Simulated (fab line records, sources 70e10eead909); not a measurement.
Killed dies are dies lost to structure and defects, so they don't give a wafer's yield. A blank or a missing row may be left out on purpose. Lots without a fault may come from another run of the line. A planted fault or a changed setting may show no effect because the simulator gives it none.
fab line records | flow nand_harc
record lots=13 wafers=39 last_day=33
route steps=1302 shown A_DECK1_JOINT@518 A_ONON_D2@556 A_CHANNEL_HOLE_D2@570 END@1302
lots that met no fault: from a run of the same line without faults
start_h: hours from the record's first day to the start of the lot's first wafer shown | wait_h: hours since the lot's step before | " the same as in the row above | L1.1+2: a row that stands for several wafers | - no value, or no start given | * or withheld: withheld | < > ~ a bound
route shown NAME@n: a module of which the file shows steps, and the number in the route of the first | usual: mean/standard deviation of fault-free wafers | same: alike in all rows | chamber/n: place in a boat | sites: the reading at each site | _std_site: their standard deviation | _edge_site: outer sites' mean less inner sites' | radius_mm: how far each site lies from the wafer's centre | mask NAME#n: copy n | behind: the tool/chamber that last shaped the wafer | hold: why the lot was held/for how many hours/how that ended | device: the transistor (n, p or np) that didn't switch | end of line: the same wafers' tests at the end of the route | a step without rows: its recipe alone | killed: dies lost to structure and defects at the first sort, not the wafer's yield | map: a wafer's dies, x killed, . not, _ none there
set.NAME: the setting as run; set.NAME@STEP: as run at that earlier step | model.NAME: the simulator's own value behind a step, which no gauge read
steps of the route over a sample of lots; a table a step, a row a wafer
services: from which hour (start_h, from the record's first day; less than 0 if before it) a tool's chamber was out of use, for how many hours, and why
## steps
# step NHARC_A_DECK1_JOINT_ETCHBACK_07
# recipe target_depth_a=1050 time_s=26.9 hbr_flow_sccm=150 rf_w=350 icp_w=350 bias_w=60 chemistry=HBr
# usual drypump_motor_current_A=5.8/0.59 oes_product_au=1.000/0.01 throttle_valve_pct=23.266/0.0092
# columns lot.wafer tool chamber start_h wait_h drypump_motor_current_A oes_product_au rf_hours_counter_h throttle_valve_pct
L352.3 rie_si-02 1 231.30 0.1 6.4 0.988 0.8 23.277
L352.1 " 2 " " 5.2 0.997 0.9 23.273
L352.4 " 3 " " 6.8 1.015 0.8 23.255
L354.2 rie_si-02 1 262.16 0.1 6.5 0.986 1.0 23.270
L354.4 " 2 " " 5.2 0.996 1.2 23.280
L354.5 " 3 " " 6.8 1.006 - 23.271
L358.1 rie_si-05 0 298.86 0.1 5.5 0.989 0.8 23.277
L358.4 " 2 " " 6.0 1.019 1.0 23.270
L358.5 " 1 " " 5.1 0.991 - 23.255
L360.4 rie_si-05 2 323.14 0.1 6.0 1.010 0.0 23.255
L360.6 " 2 " " 6.0 1.005 - 23.260
L360.5 " 3 " " 5.0 1.007 - 23.282
L366.1 rie_si-04 3 385.86 0.1 6.7 1.012 0.2 23.248
L366.4 " 0 " " 5.5 1.007 0.2 23.261
L366.3 " 1 " " 5.9 0.996 0.2 23.265
L369.4 rie_si-05 2 405.95 0.1 6.0 1.006 0.5 23.267
L369.1 " 0 " " 5.5 0.982 0.6 23.256
L369.3 " 1 " " 5.2 0.994 0.6 23.258
L368.4 rie_si-04 1 405.95 0.1 5.9 0.987 0.3 23.270
L368.2 " 3 " " 6.7 1.015 0.4 23.274
L368.5 " 2 " " 6.2 1.008 - 23.260
L370.4 rie_si-05 1 421.80 0.1 5.1 0.998 0.7 23.274
L370.1 " 3 " " 5.0 1.007 0.6 23.264
L370.6 " 0 " " 5.5 0.991 - 23.266
L371.4 rie_si-02 0 440.23 0.1 5.2 0.981 1.0 23.262
L371.2 " 1 " " 6.4 1.000 1.1 23.277
L371.6 " 3 " " 6.8 1.020 - 23.253
L372.4 rie_si-05 3 440.24 0.1 5.1 1.010 0.7 23.278
L372.3 " 1 " " 5.1 0.996 0.8 23.273
L372.5 " 2 " " 6.0 1.007 - 23.269
L373.4 rie_si-02 3 453.93 0.1 6.8 1.021 1.1 23.262
L373.2 " 1 " " 6.4 1.005 1.2 23.264
L373.6 " 3 " " 6.8 1.025 - 23.247
L374.3 rie_si-05 3 465.30 0.1 5.0 1.003 0.9 23.264
L374.1 " 0 " " 5.5 0.977 1.0 23.254
L374.6 " 2 " " 6.0 1.009 - 23.286
L375.1 rie_si-04 2 476.72 0.1 6.2 0.999 0.9 23.274
L375.4 " 3 " " 6.7 1.009 0.8 23.267
L375.5 " 1 " " 5.9 0.993 - 23.280
# step NHARC_A_ONON_D2_DEP_16
# recipe target_thk_a=10000 n2_flow_sccm=2750 n2o_flow_sccm=2000 nh3_flow_sccm=500 sih4_flow_sccm=210 temp_c=400
# columns lot.wafer tool chamber start_h wait_h
L352.1+3+4 pecvd_onon-03 0 277.64 0.4
L354.2+4+5 pecvd_onon-03 0 307.12 0.4
L358.1+4+5 pecvd_onon-03 0 345.23 0.4
L360.4+5+6 pecvd_onon-03 0 370.38 0.6
L366.1+3+4 pecvd_onon-03 0 438.14 0.4
L369.1+3+4 pecvd_onon-04 0 450.43 0.4
L368.2+4+5 pecvd_onon-03 0 450.49 0.4
L370.1+4+6 pecvd_onon-03 0 474.98 0.4
L371.2+4+6 pecvd_onon-01 0 487.80 0.5
L372.3+4+5 pecvd_onon-03 0 487.84 0.5
L373.2+4+6 pecvd_onon-03 0 500.12 0.4
L374.1+3+6 pecvd_onon-04 0 513.88 0.4
L375.1+4+5 pecvd_onon-04 0 519.51 0.4
# step NHARC_A_ONON_D2_THK_MEAS_18
# recipe thk_meas_gauge=ellipsometry
# usual thk_nm=998/9
# columns lot.wafer tool chamber start_h wait_h thk_nm
L352.1 film_metro-01 - 278.15 - 1015
L352.3 " - " " 1014
L352.4 " - " " 1017
L354.2 film_metro-02 - 307.57 - 1005
L354.4 " - " " 1005
L354.5 " - " " 1003
L358.1 film_metro-01 - 345.74 - 1514
L358.4 " - " " 1514
L358.5 " - " " 1515
L360.4 film_metro-01 - 370.72 - 1514
L360.5 " - " " 1513
L360.6 " - " " 1514
L366.1 film_metro-02 - 438.64 - 983
L366.3 " - " " 983
L366.4 " - " " 983
L368.2 film_metro-02 - 450.94 - 1002
L368.4 " - " " 1002
L368.5 " - " " 1002
L369.1 film_metro-01 - 450.95 - 993
L369.3 " - " " 992
L369.4 " - " " 996
L370.1 film_metro-02 - 475.48 - 995
L370.4 " - " " 995
L370.6 " - " " 995
L372.3 film_metro-02 - 488.24 - 1002
L372.4 " - " " 1001
L372.5 " - " " 1002
L371.2 film_metro-01 - 488.25 - 996
L371.4 " - " " 998
L371.6 " - " " 996
L373.2 film_metro-02 - 500.58 - 1011
L373.4 " - " " 1011
L373.6 " - " " 1011
L374.1 film_metro-02 - 514.39 - 1005
L374.3 " - " " 1006
L374.6 " - " " 1006
L375.1 film_metro-02 - 520.01 - 1005
L375.4 " - " " 1004
L375.5 " - " " 1003
# step NHARC_A_CHANNEL_HOLE_D2_DEP_00
# recipe target_thk_a=31000 temp_c=400 material=aC
# usual throttle_valve_pct=35.001/0.009
# columns lot.wafer tool chamber start_h wait_h throttle_valve_pct
L352.1 acl_dep-03 0 281.01 0.1 35.004
L352.3 " 0 " " 35.007
L352.4 " 0 " " 35.006
L354.2 acl_dep-01 0 315.37 5.0 34.995
L354.4 " 0 " " 35.004
L354.5 " 0 " " 35.001
L366.1 acl_dep-01 0 445.04 3.6 35.003
L366.3 " 0 " " 34.998
L366.4 " 0 " " 35.015
L369.1 acl_dep-03 0 454.83 1.1 35.008
L369.3 " 0 " " 35.002
L369.4 " 0 " " 35.003
L368.2 acl_dep-01 0 456.52 2.5 35.015
L368.4 " 0 " " 34.994
L368.5 " 0 " " 35.009
L370.1 acl_dep-03 0 479.58 1.1 34.996
L370.4 " 0 " " 35.008
L370.6 " 0 " " 35.017
L372.3 acl_dep-02 0 493.07 1.9 35.001
L372.4 " 0 " " 34.995
L372.5 " 0 " " 34.985
L371.2 acl_dep-01 0 493.72 2.4 35.011
L371.4 " 0 " " 34.992
L371.6 " 0 " " 35.004
L373.2 acl_dep-03 0 503.79 0.4 35.008
L373.4 " 0 " " 35.000
L373.6 " 0 " " 34.998
L374.1 acl_dep-02 0 517.31 0.1 34.998
L374.3 " 0 " " 35.004
L374.6 " 0 " " 35.000
L375.1 acl_dep-02 0 525.11 2.3 35.004
L375.4 " 0 " " 35.014
L375.5 " 0 " " 35.005
# step NHARC_A_CHANNEL_HOLE_D2_DEP_01
# recipe target_thk_a=1400 target_thk_nm=140 temp_c=400 pressure_torr=3.5 flow_sccm=200 rf_w=350 material=SiON
# usual heater_power_w=737/87
# columns lot.wafer tool chamber start_h wait_h heater_power_w
L352.3 pecvd-02 2 282.97 1.0 764
L352.1 " 0 " " 787
L352.4 " 2 " " 768
L354.2 pecvd-04 2 317.02 1.3 777
L354.4 " 2 " " 789
L354.5 " 0 " " 852
L366.3 pecvd-01 2 447.01 1.0 647
L366.1 " 0 " " 879
L366.4 " 0 " " 883
L369.3 pecvd-02 1 456.74 1.0 692
L369.1 " 2 " " 632
L369.4 " 0 " " 702
L368.2 pecvd-02 1 458.18 1.3 790
L368.5 " 0 " " 800
L368.4 " 2 " " 631
L370.1 pecvd-02 0 481.54 1.6 852
L370.6 " 0 " " 697
L370.4 " 1 " " 795
L372.3 pecvd-04 2 494.41 1.0 689
L372.5 " 2 " " 709
L372.4 " 0 " " 852
L371.2 pecvd-02 2 495.37 1.3 647
L371.4 " 1 " " 648
L371.6 " 0 " " 853
L373.2 pecvd-01 2 505.43 1.3 641
L373.6 " 1 " " 638
L373.4 " 2 " " 662
L374.3 pecvd-04 2 519.30 1.0 723
L374.1 " 1 " " 556
L374.6 " 0 " " 862
L375.1 pecvd-02 0 527.09 1.7 774
L375.5 " 1 " " 760
L375.4 " 0 " " 790
# step NHARC_END_SORT_01
# recipe temp_c=25
# usual killed_at_array=54/17 killed_at_other=1.0/1.4 killed_at_periphery=3.6/2.1 killed_dies=58/17 killed_open=3.2/2 killed_short=2.5/1.5
# same gross_dies=677
# columns lot.wafer tool chamber start_h wait_h killed_at_array killed_at_other killed_at_periphery killed_dies killed_open killed_short
L358.1 prober-01 0 629.66 2.5 672 1 4 677 3 3
L358.4 prober-01 0 632.04 3.4 675 1 1 677 3 2
L358.5 prober-01 0 632.84 3.7 671 3 3 677 2 2
L360.4 prober-01 0 640.65 3.4 674 0 3 677 3 4
L360.5 prober-01 0 641.45 3.7 674 0 3 677 4 4
L360.6 prober-01 0 642.25 4.0 674 0 3 677 3 2
# killed by level:class
L358.1 A_ONON_D2:area_dep=611 A_SLIT:chamber_film_flake=30 A_CHANNEL_HOLE_D2:chamber_film_flake=14 A_CHANNEL_FILL_D1:chamber_film_flake=4 A_CONTACT:chamber_film_flake=4 A_CHANNEL_HOLE_D1:chamber_film_flake=3 P_M0:geometric_particle:open=2 P_M1:geometric_particle:short=2
L358.4 A_ONON_D2:area_dep=592 A_SLIT:chamber_film_flake=29 A_CHANNEL_HOLE_D2:chamber_film_flake=23 A_CHANNEL_HOLE_D1:chamber_film_flake=19 A_CHANNEL_FILL_D1:chamber_film_flake=3 A_DECK1_JOINT:chamber_film_flake=2 P_CONTACT:geometric_particle:open=1 A_ONON_D1:geometric_particle:short=1
L358.5 A_ONON_D2:area_dep=585 A_CHANNEL_HOLE_D1:chamber_film_flake=33 A_SLIT:chamber_film_flake=30 A_CHANNEL_HOLE_D2:chamber_film_flake=14 THIN_TSV:chamber_film_flake=3 A_ZERO_WELL:chamber_film_flake=2 A_SGD_CUT:chamber_film_flake=2 P_STI:geometric_particle:short=1
L360.4 A_ONON_D2:area_dep=622 A_SLIT:chamber_film_flake=28 A_CHANNEL_HOLE_D2:chamber_film_flake=11 A_CHANNEL_HOLE_D1:chamber_film_flake=3 A_CONTACT:chamber_film_flake=3 A_ONON_D2:geometric_particle:short=2 A_STAIRCASE:chamber_film_flake=2 P_CONTACT:geometric_particle:open=1
L360.5 A_ONON_D2:area_dep=620 A_SLIT:chamber_film_flake=31 A_CHANNEL_HOLE_D2:chamber_film_flake=8 A_CHANNEL_HOLE_D1:chamber_film_flake=7 A_DECK1_JOINT:geometric_particle:open=2 A_WL_FILL:geometric_particle:short=2 A_ZERO_WELL:chamber_film_flake=2 P_GATE:geometric_particle:open=1
L360.6 A_ONON_D2:area_dep=634 A_SLIT:chamber_film_flake=29 A_CHANNEL_HOLE_D2:chamber_film_flake=4 A_CONTACT:chamber_film_flake=3 A_M0:geometric_particle:open=2 P_M0:geometric_particle:open=1 P_M1:geometric_particle:short=1 A_ONON_D1:geometric_particle:short=1
## services
# columns tool chamber start_h hours kind
pecvd_onon-03 - 227.00 13.0 pm
pecvd-02 - 227.41 13.0 pm
acl_dep-02 - 244.18 13.0 pm
rie_si-02 3 262.91 8.5 repair
pecvd-04 - 265.02 1.7 repair
pecvd-04 - 269.09 13.0 pm
rie_si-02 - 277.00 9.0 pm
acl_dep-01 - 282.64 3.5 repair
rie_si-05 1 293.44 1.9 repair
acl_dep-03 - 301.13 13.0 pm
rie_si-05 - 305.00 9.0 pm
rie_si-02 1 317.51 4.4 repair
rie_si-02 3 358.47 2.8 repair
rie_si-05 - 379.79 1.4 repair
acl_dep-01 - 381.26 13.0 pm
pecvd_onon-03 - 408.00 13.0 pm
pecvd-02 - 408.41 13.0 pm
acl_dep-03 - 428.15 5.4 repair
acl_dep-01 - 453.82 1.3 repair
rie_si-02 - 454.00 9.0 pm
rie_si-05 - 455.55 5.3 repair
rie_si-05 3 466.40 13.4 repair
rie_si-05 - 482.00 9.0 pm
acl_dep-03 - 482.66 13.0 pm
## key
first_sign step=NHARC_A_ONON_D2_THK_MEAS_18 reading=thk_nm direction=up sigmas=58 usual=998 struck=1514
effect step=NHARC_END_SORT_01 reading=killed_dies direction=up sigmas=36 usual=58 struck=677
more_kills_born_at NHARC_A_ONON_D2_DEP_16@pecvd_onon-03=3664
met_at NHARC_A_ONON_D2_DEP_16
struck_lots L358,L360
struck_wafers L358.1,L358.4,L358.5,L360.4,L360.5,L360.6
later_rows_left_out L358.1,L358.4,L358.5,L360.4,L360.5,L360.6
tester_left_out L358,L360
not_acting_at NHARC_A_DECK1_JOINT_ETCHBACK_07,NHARC_A_CHANNEL_HOLE_D2_DEP_00,NHARC_A_CHANNEL_HOLE_D2_DEP_01
onset_between 307.12 345.23
fault kind=process_parameter_drift tool=pecvd_onon-03 chamber=0 onset_h=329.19 steps=NHARC_A_ONON_D2_DEP_16 channel=target_thk_a offset=* shape=step end_h=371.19 acts_in=* stated=*
# tester_left_out: of these lots the tester's yield and bins aren't shown, on N5 and GAA mostly nor the transistor test; their killed dies are dies lost to structure and defects alone, not to doping, threshold or leakage, so they don't give the yield
# later_rows_left_out: the simulator's readings of these wafers behind a module that went badly wrong aren't trusted and aren't shown, but for the sort
